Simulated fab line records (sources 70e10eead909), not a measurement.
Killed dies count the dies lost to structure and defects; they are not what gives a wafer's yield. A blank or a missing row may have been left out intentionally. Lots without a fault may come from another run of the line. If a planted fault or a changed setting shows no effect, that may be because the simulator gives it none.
What tool caused it? ; flow nand harc ; 60 wafers from 20 lots sampled at 6 of the route's 1302 steps

WHAT EACH GAUGE READ, for each wafer
The record holds no reading of a measuring or inspecting step that can be judged against a usual standard deviation.

EACH LOT AND THE TOOL THAT RAN IT (in order: tool; ch and the chambers of the sampled wafers; start)
lot;NHARC_A_STAIRCASE_TRIM_226;NHARC_A_STAIRCASE_ETCH_227;NHARC_A_STAIRCASE_TRIM_231;NHARC_A_STAIRCASE_TRIM_235;NHARC_A_STAIRCASE_DEP_259;NHARC_A_STAIRCASE_ETCH_271
L074;rie diel-01 ch 0,1, day 16 14:17 or earlier;rie diel-01 ch 1,2, day 16 14:17 or earlier;rie diel-02 ch 0,3, day 16 14:17 or earlier;rie diel-02 ch 0,1,3, day 16 14:17 or earlier;pecvd-01 ch 0,2, day 16 14:17;rie diel-13 ch 0,3, day 16 15:37
L076;rie diel-01 ch 0,1, day 17 02:49 or earlier;rie diel-01 ch 0,1,2, day 17 02:49 or earlier;rie diel-02 ch 0,2,3, day 17 02:49 or earlier;rie diel-02 ch 2,3, day 17 02:49 or earlier;pecvd-04 ch 0,1,2, day 17 02:49;rie diel-13 ch 0,2,3, day 17 03:56
L078;rie diel-01 ch 0,2,3, day 17 21:19 or earlier;rie diel-01 ch 0,1,3, day 17 21:19 or earlier;rie diel-01 ch 1,2,3, day 17 21:19 or earlier;rie diel-01 ch 0,1,2, day 17 21:19 or earlier;pecvd-02 ch 0,1,2, day 17 21:19;rie diel-13 ch 0,2, day 17 22:21
L077;rie diel-01 ch 0,2,3, day 17 23:20 or earlier;rie diel-01 ch 0,2,3, day 17 23:20 or earlier;rie diel-01 ch 0,1,3, day 17 23:20 or earlier;rie diel-01 ch 0,1,2, day 17 23:20 or earlier;pecvd-04 ch 0,1,2, day 17 23:20;rie diel-02 ch 0,1,2, day 18 00:25
L079;rie diel-01 ch 0,3, day 18 13:31 or earlier;rie diel-01 ch 2,3, day 18 13:31 or earlier;rie diel-01 ch 0,1,2, day 18 13:31 or earlier;rie diel-01 ch 0,2, day 18 13:31 or earlier;pecvd-04 ch 0,1, day 18 13:31;rie diel-13 ch 0,3, day 18 14:28
L080;rie diel-01 ch 1,3, day 18 13:41 or earlier;rie diel-01 ch 0,1,3, day 18 13:41 or earlier;rie diel-02 ch 1,3, day 18 13:41 or earlier;rie diel-02 ch 0,1,3, day 18 13:41 or earlier;pecvd-01 ch 0,1,2, day 18 13:41;rie diel-01 ch 0,2, day 18 14:46
L083;rie diel-02 ch 1,2,3, day 20 13:25 or earlier;rie diel-02 ch 1,2,3, day 20 13:25 or earlier;rie diel-13 ch 0,1, day 20 13:25 or earlier;rie diel-13 ch 0,2, day 20 13:25 or earlier;pecvd-01 ch 0,1,2, day 20 13:25;rie diel-13 ch 0,1,3, day 20 14:19
L086;rie diel-02 ch 0,1,2, day 20 15:13 or earlier;rie diel-02 ch 0,1,3, day 20 15:13 or earlier;rie diel-01 ch 0,2,3, day 20 15:13 or earlier;rie diel-01 ch 1,2,3, day 20 15:13 or earlier;pecvd-04 ch 0,2, day 20 15:13;rie diel-01 ch 0,2,3, day 20 16:08
L084;rie diel-02 ch 0,1,3, day 20 15:53 or earlier;rie diel-02 ch 0,2,3, day 20 15:53 or earlier;rie diel-02 ch 1,2,3, day 20 15:53 or earlier;rie diel-02 ch 1,2,3, day 20 15:53 or earlier;pecvd-01 ch 1,2, day 20 15:53;rie diel-13 ch 0,1,3, day 20 17:00
L085;rie diel-02 ch 1,2,3, day 21 02:04 or earlier;rie diel-02 ch 0,1, day 21 02:04 or earlier;rie diel-02 ch 0,1,2, day 21 02:04 or earlier;rie diel-02 ch 1,2, day 21 02:04 or earlier;pecvd-04 ch 1,2, day 21 02:04;rie diel-01 ch 1,2,3, day 21 03:08
L087;rie diel-13 ch 2,3, day 21 17:52 or earlier;rie diel-13 ch 2,3, day 21 17:52 or earlier;rie diel-13 ch 2,3, day 21 17:52;rie diel-13 ch 2,3, day 22 00:22 or earlier;pecvd-04 ch 1,2, day 22 00:22;rie diel-02 ch 1,2,3, day 22 01:16
L088;rie diel-13 ch 1,2, day 22 09:06 or earlier;rie diel-13 ch 2,3, day 22 09:06 or earlier;rie diel-13 ch 1,2,3, day 22 09:06 or earlier;rie diel-13 ch 1,2,3, day 22 09:06 or earlier;pecvd-02 ch 0,1,2, day 22 09:06;rie diel-13 ch 0,2,3, day 22 10:02
L091;rie diel-02 ch 1,2, day 22 18:40 or earlier;rie diel-02 ch 0,1, day 22 18:40 or earlier;rie diel-01 ch 1,2, day 22 18:40 or earlier;rie diel-01 ch 2,3, day 22 18:40 or earlier;pecvd-04 ch 0,1, day 22 18:40;rie diel-02 ch 0,3, day 22 19:42
L090;rie diel-01 ch 0,1, day 22 22:47 or earlier;rie diel-01 ch 0,2, day 22 22:47 or earlier;rie diel-01 ch 0,1,2, day 22 22:47 or earlier;rie diel-01 ch 1,3, day 22 22:47 or earlier;pecvd-04 ch 0,2, day 22 22:47;rie diel-01 ch 0,1,3, day 23 00:00
L093;rie diel-13 ch 0,2,3, day 24 04:41 or earlier;rie diel-13 ch 0,3, day 24 04:41 or earlier;rie diel-02 ch 1,2,3, day 24 04:41 or earlier;rie diel-02 ch 0,2,3, day 24 04:41 or earlier;pecvd-04 ch 0,1,2, day 24 04:41;rie diel-02 ch 1,3, day 24 05:37
L092;rie diel-01 ch 0,3, day 24 06:32 or earlier;rie diel-01 ch 0,3, day 24 06:32 or earlier;rie diel-02 ch 0,3, day 24 06:32 or earlier;rie diel-02 ch 0,1,2, day 24 06:32 or earlier;pecvd-01 ch 0,2, day 24 06:32;rie diel-02 ch 1,2, day 24 07:27
L094;rie diel-13 ch 0,1, day 24 14:04 or earlier;rie diel-13 ch 1,2, day 24 14:04 or earlier;rie diel-13 ch 0,3, day 24 14:04 or earlier;rie diel-13 ch 1,2, day 24 14:04 or earlier;pecvd-04 ch 0,2, day 24 14:04;rie diel-01 ch 0,1,2, day 24 15:22
L095;rie diel-01 ch 1,2, day 25 09:19 or earlier;rie diel-01 ch 2,3, day 25 09:19 or earlier;rie diel-01 ch 0,2, day 25 09:19 or earlier;rie diel-01 ch 0,3, day 25 09:19 or earlier;pecvd-01 ch 0,1, day 25 09:19;rie diel-13 ch 1,2,3, day 25 10:21
L096;rie diel-13 ch 0,1,2, day 25 09:29 or earlier;rie diel-13 ch 0,3, day 25 09:29 or earlier;rie diel-13 ch 1,3, day 25 09:29 or earlier;rie diel-13 ch 1,2, day 25 09:29 or earlier;pecvd-01 ch 1,2, day 25 09:29;rie diel-01 ch 0,2,3, day 25 10:32
L097;rie diel-02 ch 1,2,3, day 26 05:13 or earlier;rie diel-02 ch 1,2, day 26 05:13 or earlier;rie diel-02 ch 1,2,3, day 26 05:13 or earlier;rie diel-02 ch 1,3, day 26 05:13 or earlier;pecvd-02 ch 1,2, day 26 05:13;rie diel-02 ch 1,2,3, day 26 06:17
- NHARC_A_STAIRCASE_TRIM_226: chemistry O2, time 211.2 s.
- NHARC_A_STAIRCASE_ETCH_227: etches the open film in C4F8/O2, target depth 100 nm, time 40.5 s.
- NHARC_A_STAIRCASE_TRIM_231: chemistry O2, time 211.2 s.
- NHARC_A_STAIRCASE_TRIM_235: chemistry O2, time 211.2 s.
- NHARC_A_STAIRCASE_DEP_259: deposits SiON, target thk 30 nm.
- NHARC_A_STAIRCASE_ETCH_271: etches the open film in CF4/CHF3.

AS READ BY THE TOOLS THEMSELVES (means over the sampled wafers that have a number; for cases with no such wafer, the mark the record gives instead)
NHARC_A_STAIRCASE_TRIM_226.
lot;tool;drypump motor current A (A);mfc ar sccm (sccm);o2 flow sccm (sccm);oes product au (a.u.);rf vpp V (V);showerhead plenum p Torr (Torr);throttle valve pct (%)
L074;rie diel-01;5.9;0.000;501.1;1.010;57.5;3.51;17.036
L076;rie diel-01;5.9;0.000;501.1;1.021;58.7;3.51;17.038
L078;rie diel-01;5.7;0.013;499.9;0.982;57.6;3.48;17.029
L077;rie diel-01;5.7;0.013;499.7;0.991;58.3;3.48;17.047
L079;rie diel-01;5.5;0.008;500.7;0.985;58.2;3.54;17.037
L080;rie diel-01;5.3;0.008;500.8;0.980;57.2;3.60;17.039
L083;rie diel-02;5.6;0.000;499.4;1.001;57.5;3.57;17.035
L086;rie diel-02;5.6;0.000;499.0;0.997;56.6;3.43;17.045
L084;rie diel-02;5.4;0.000;499.3;0.996;58.0;3.56;17.041
L085;rie diel-02;5.5;0.000;499.3;1.003;57.5;3.56;17.040
L087;rie diel-13;5.3;0.017;498.3;1.040;57.0;3.67;17.051
L088;rie diel-13;6.0;0.000;500.1;1.000;58.1;3.72;17.041
L091;rie diel-02;5.6;0.000;499.9;1.014;58.1;3.51;17.044
L090;rie diel-01;6.0;0.000;501.0;0.988;57.6;3.43;17.032
L093;rie diel-13;5.6;0.008;498.7;1.001;57.4;3.55;17.039
L092;rie diel-01;5.5;0.008;499.0;0.981;57.6;3.51;17.039
L094;rie diel-13;6.2;0.000;500.2;1.003;58.3;3.57;17.035
L095;rie diel-01;5.7;0.009;500.4;1.005;57.4;3.49;17.044
L096;rie diel-13;6.0;0.000;499.3;0.998;57.2;3.56;17.035
L097;rie diel-02;5.5;0.000;500.3;0.993;57.0;3.54;17.045

NHARC_A_STAIRCASE_ETCH_227.
lot;tool;oes product au (a.u.);rf vpp V (V)
L074;rie diel-01;0.952;896
L076;rie diel-01;0.948;894
L078;rie diel-01;0.935;897
L077;rie diel-01;0.920;895
L079;rie diel-01;0.924;894
L080;rie diel-01;0.931;896
L083;rie diel-02;0.941;897
L086;rie diel-02;0.933;896
L084;rie diel-02;0.944;893
L085;rie diel-02;0.945;892
L087;rie diel-13;0.954;902
L088;rie diel-13;0.960;902
L091;rie diel-02;0.948;891
L090;rie diel-01;0.936;891
L093;rie diel-13;0.958;892
L092;rie diel-01;0.931;895
L094;rie diel-13;0.945;903
L095;rie diel-01;0.942;893
L096;rie diel-13;0.948;891
L097;rie diel-02;0.957;895

NHARC_A_STAIRCASE_TRIM_231.
lot;tool;drypump motor current A (A);mfc ar sccm (sccm);o2 flow sccm (sccm);oes product au (a.u.);rf vpp V (V);showerhead plenum p Torr (Torr);throttle valve pct (%)
L074;rie diel-02;5.4;0.000;500.8;1.000;57.7;3.61;17.044
L076;rie diel-02;5.6;0.000;498.8;1.010;58.0;3.49;17.039
L078;rie diel-01;5.5;0.013;497.9;0.994;58.2;3.54;17.034
L077;rie diel-01;5.7;0.004;499.1;0.992;58.1;3.53;17.035
L079;rie diel-01;5.8;0.009;498.7;1.000;57.4;3.46;17.049
L080;rie diel-02;5.4;0.000;498.2;0.994;58.3;3.65;17.034
L083;rie diel-13;6.3;0.000;500.9;1.003;56.6;3.44;17.040
L086;rie diel-01;5.7;0.013;499.9;0.989;57.1;3.46;17.042
L084;rie diel-02;5.5;0.000;500.1;0.999;59.1;3.57;17.035
L085;rie diel-02;5.7;0.000;502.2;1.002;57.3;3.42;17.029
L087;rie diel-13;5.4;0.008;501.2;1.022;57.5;3.69;17.044
L088;rie diel-13;5.6;0.008;499.8;1.012;57.4;3.69;17.041
L091;rie diel-01;5.7;0.009;500.5;0.991;58.1;3.50;17.050
L090;rie diel-01;5.9;0.009;501.5;0.985;57.2;3.44;17.045
L093;rie diel-02;5.5;0.000;501.4;1.005;58.6;3.55;17.036
L092;rie diel-02;5.4;0.000;500.3;0.987;58.7;3.58;17.040
L094;rie diel-13;5.9;0.008;500.1;1.014;56.3;3.41;17.041
L095;rie diel-01;6.0;0.009;501.6;0.995;57.3;3.37;17.034
L096;rie diel-13;5.5;0.017;499.6;1.010;57.3;3.66;17.039
L097;rie diel-02;5.5;0.000;499.8;0.989;58.3;3.54;17.043

NHARC_A_STAIRCASE_TRIM_235.
lot;tool;drypump motor current A (A);mfc ar sccm (sccm);o2 flow sccm (sccm);oes product au (a.u.);rf vpp V (V);showerhead plenum p Torr (Torr);throttle valve pct (%)
L074;rie diel-02;5.4;0.000;499.6;0.991;57.2;3.57;17.031
L076;rie diel-02;5.8;0.000;499.9;1.022;58.3;3.50;17.028
L078;rie diel-01;5.9;0.009;499.7;0.993;57.9;3.46;17.042
L077;rie diel-01;5.9;0.009;499.8;0.992;58.2;3.46;17.033
L079;rie diel-01;6.0;0.009;500.7;1.004;57.6;3.40;17.036
L080;rie diel-02;5.4;0.000;499.2;0.993;57.5;3.56;17.028
L083;rie diel-13;6.0;0.000;500.3;1.000;57.5;3.44;17.036
L086;rie diel-01;5.5;0.013;500.4;0.980;58.5;3.52;17.033
L084;rie diel-02;5.5;0.000;500.4;1.000;57.7;3.57;17.036
L085;rie diel-02;5.8;0.000;500.8;1.013;58.1;3.43;17.033
L087;rie diel-13;5.3;0.017;500.8;1.024;57.2;3.67;17.040
L088;rie diel-13;5.6;0.008;501.6;1.018;57.4;3.69;17.038
L091;rie diel-01;5.5;0.021;500.5;0.980;57.9;3.46;17.033
L090;rie diel-01;5.4;0.004;499.1;0.985;57.8;3.56;17.035
L093;rie diel-02;5.6;0.000;500.6;0.995;57.3;3.46;17.031
L092;rie diel-02;5.6;0.000;500.4;1.001;57.6;3.41;17.041
L094;rie diel-13;6.0;0.000;501.0;0.999;58.0;3.71;17.036
L095;rie diel-01;5.9;0.004;499.6;0.995;57.0;3.43;17.032
L096;rie diel-13;5.7;0.000;499.2;1.009;57.3;3.70;17.043
L097;rie diel-02;5.3;0.000;498.8;0.980;58.3;3.67;17.031

NHARC_A_STAIRCASE_DEP_259.
lot;tool;heater power w (W);susceptor temp C (C)
L074;pecvd-01;783;400.17
L076;pecvd-04;807;400.12
L078;pecvd-02;812;400.15
L077;pecvd-04;852;399.80
L079;pecvd-04;844;400.35
L080;pecvd-01;743;400.08
L083;pecvd-01;752;399.99
L086;pecvd-04;836;400.27
L084;pecvd-01;809;399.90
L085;pecvd-04;798;399.96
L087;pecvd-04;809;400.01
L088;pecvd-02;748;400.20
L091;pecvd-04;808;399.95
L090;pecvd-04;838;399.96
L093;pecvd-04;802;399.93
L092;pecvd-01;786;399.63
L094;pecvd-04;864;399.90
L095;pecvd-01;773;399.95
L096;pecvd-01;786;400.16
L097;pecvd-02;874;399.84

NHARC_A_STAIRCASE_ETCH_271.
lot;tool;drypump motor current A (A);mfc ar sccm (sccm);oes product au (a.u.);rf vpp V (V);showerhead plenum p Torr (Torr);throttle valve pct (%)
L074;rie diel-13;5.9;0.008;0.949;369.3;1.53;16.797
L076;rie diel-13;5.7;0.008;0.957;371.3;1.60;16.803
L078;rie diel-13;6.0;0.000;0.963;369.8;1.53;16.799
L077;rie diel-02;5.6;0.000;0.974;369.0;1.53;16.809
L079;rie diel-13;5.6;0.017;0.994;371.2;1.58;16.799
L080;rie diel-01;6.0;0.009;0.961;368.6;1.51;16.806
L083;rie diel-13;5.9;0.008;0.975;372.0;1.59;16.806
L086;rie diel-01;5.6;0.013;0.917;370.1;1.55;16.799
L084;rie diel-13;5.9;0.008;0.966;370.1;1.59;16.802
L085;rie diel-01;5.5;0.013;0.956;371.2;1.57;16.798
L087;rie diel-02;5.5;0.000;0.926;371.7;1.58;16.815
L088;rie diel-13;5.6;0.008;0.979;370.4;1.58;16.809
L091;rie diel-02;5.3;0.000;0.961;371.7;1.60;16.802
L090;rie diel-01;5.6;0.004;0.936;370.8;1.56;16.803
L093;rie diel-02;5.3;0.000;0.923;372.5;1.64;16.799
L092;rie diel-02;5.7;0.000;0.981;368.2;1.53;16.803
L094;rie diel-01;5.8;0.009;0.932;369.1;1.53;16.795
L095;rie diel-13;5.6;0.008;0.937;372.8;1.64;16.806
L096;rie diel-01;5.6;0.013;0.959;369.3;1.54;16.804
L097;rie diel-02;5.5;0.000;0.940;371.1;1.58;16.793

THE ANSWER, worked out from the rows above alone
Rule: the usual values come from the lots themselves. The widest of any qualifying gaps counts: lots, ordered by their means at a reading, are off when they make up no more than a third of the lots, leave a main group of 4 or more, and stand apart from it by 3 or more times the standard deviation of that group's means. A main group whose means are all the same, to the digits that the tables above print for the reading, isn't used. Also off: a lot with no number at a reading for which 4 or more lots have one. Any other lot the step has rows for is counted as sound. The gauges are gone through in route order, then the tools' own readings, and for those a lot's mean is taken as printed above. At the first step where some lot is off, the reading lying furthest off is the one used; lots without a number count as furthest.
No lot is off at any reading shown: from this, nothing can be told.

WHAT HAD BEEN PUT IN BY THE SIMULATOR
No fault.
